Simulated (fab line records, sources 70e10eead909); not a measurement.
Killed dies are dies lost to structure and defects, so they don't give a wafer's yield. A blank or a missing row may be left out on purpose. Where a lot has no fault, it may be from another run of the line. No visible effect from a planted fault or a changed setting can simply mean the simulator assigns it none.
Which tool is to blame? || flow nand harc || 6 lots with 18 wafers sampled at 5 steps, on a route of 1302 steps

== WHAT THE GAUGES SHOWED, per wafer ==
NHARC_END_SORT_01.
{"lot": "L203", "measured": "day 27 10:55", "on": "prober-02", "killed at array": "20 26 29"}

== EACH LOT AND THE TOOL THAT RAN IT (in order: tool; ch and the chambers of the sampled wafers; start) ==
{"lot": "L197", "NHARC_P_CONTACT_CVD_23": "cvd w-01 ch 0,1, day 6 10:22", "NHARC_THIN_TSV_DEP_43": "pecvd-04 ch 0,2, day 23 23:53", "NHARC_THIN_TSV_ETCH_15": "rie si-06 ch 0,3, day 24 01:28", "NHARC_THIN_TSV_CMP_21": "cmp-04 ch 0,3, day 24 05:45"}
{"lot": "L203", "NHARC_P_CONTACT_CVD_23": "cvd w-02 ch 0,1, day 9 05:25", "NHARC_THIN_TSV_DEP_43": "pecvd-04 ch 0,2, day 26 18:45", "NHARC_THIN_TSV_ETCH_15": "rie si-04 ch 0,1,2, day 26 20:25", "NHARC_THIN_TSV_CMP_21": "cmp-01 ch 0,1, day 26 23:54"}
{"lot": "L210", "NHARC_P_CONTACT_CVD_23": "cvd w-01 ch 0,1, day 11 21:58", "NHARC_THIN_TSV_DEP_43": "pecvd-04 ch 0,1,2, day 30 02:29", "NHARC_THIN_TSV_ETCH_15": "rie si-03 ch 2,3, day 30 04:00", "NHARC_THIN_TSV_CMP_21": "cmp-01 ch 0,2,3, day 30 08:10"}
{"lot": "L213", "NHARC_P_CONTACT_CVD_23": "cvd w-01 ch 0,1, day 13 04:14", "NHARC_THIN_TSV_DEP_43": "pecvd-03 ch 0,1,2, day 30 21:51", "NHARC_THIN_TSV_ETCH_15": "rie si-04 ch 0,1, day 30 23:29", "NHARC_THIN_TSV_CMP_21": "cmp-04 ch 0,2,3, day 31 03:04"}
{"lot": "L215", "NHARC_P_CONTACT_CVD_23": "cvd w-02 ch 0,1, day 13 15:59", "NHARC_THIN_TSV_DEP_43": "pecvd-01 ch 0,1,2, day 31 09:10", "NHARC_THIN_TSV_ETCH_15": "rie si-06 ch 1,2,3, day 31 10:41", "NHARC_THIN_TSV_CMP_21": "cmp-04 ch 0,2,3, day 31 14:11"}
{"lot": "L218", "NHARC_P_CONTACT_CVD_23": "cvd w-02 ch 0,1, day 15 06:26", "NHARC_THIN_TSV_DEP_43": "pecvd-03 ch 1,2, day 32 22:04", "NHARC_THIN_TSV_ETCH_15": "rie si-03 ch 1,2, day 32 23:35", "NHARC_THIN_TSV_CMP_21": "cmp-03 ch 0,1,2, day 33 03:08"}
- NHARC_P_CONTACT_CVD_23: deposits W, target thk 200 nm, time 557 s.
- NHARC_THIN_TSV_DEP_43: deposits SiO2, target thk 1328.5 nm.
- NHARC_THIN_TSV_ETCH_15: target depth 3000 nm, bosch target overetch cycles 2, bosch etch step 2.8 s.
- NHARC_THIN_TSV_CMP_21: polishes, t overpolish 30 s, target thk 2000 nm.

== THE ANSWER, worked out from the rows above alone ==
Rule: usual is defined by the lots themselves. Put in order of their means at a reading, lots are off if they are a third of the lots or fewer, leave a main group of 4 or more, and stand apart from it by a gap of 3 or more times the standard deviation of the main group's means; of several such gaps the widest counts. The tables above print the reading to a certain number of digits; a main group whose means all agree to those digits is not used. Also off: a lot with no number at a reading for which 4 or more lots have one. The other lots that the step has rows for count as sound.
Across all readings shown, no lot is off: no conclusion can be drawn from this.

== WHAT THE SIMULATOR PUT IN ==
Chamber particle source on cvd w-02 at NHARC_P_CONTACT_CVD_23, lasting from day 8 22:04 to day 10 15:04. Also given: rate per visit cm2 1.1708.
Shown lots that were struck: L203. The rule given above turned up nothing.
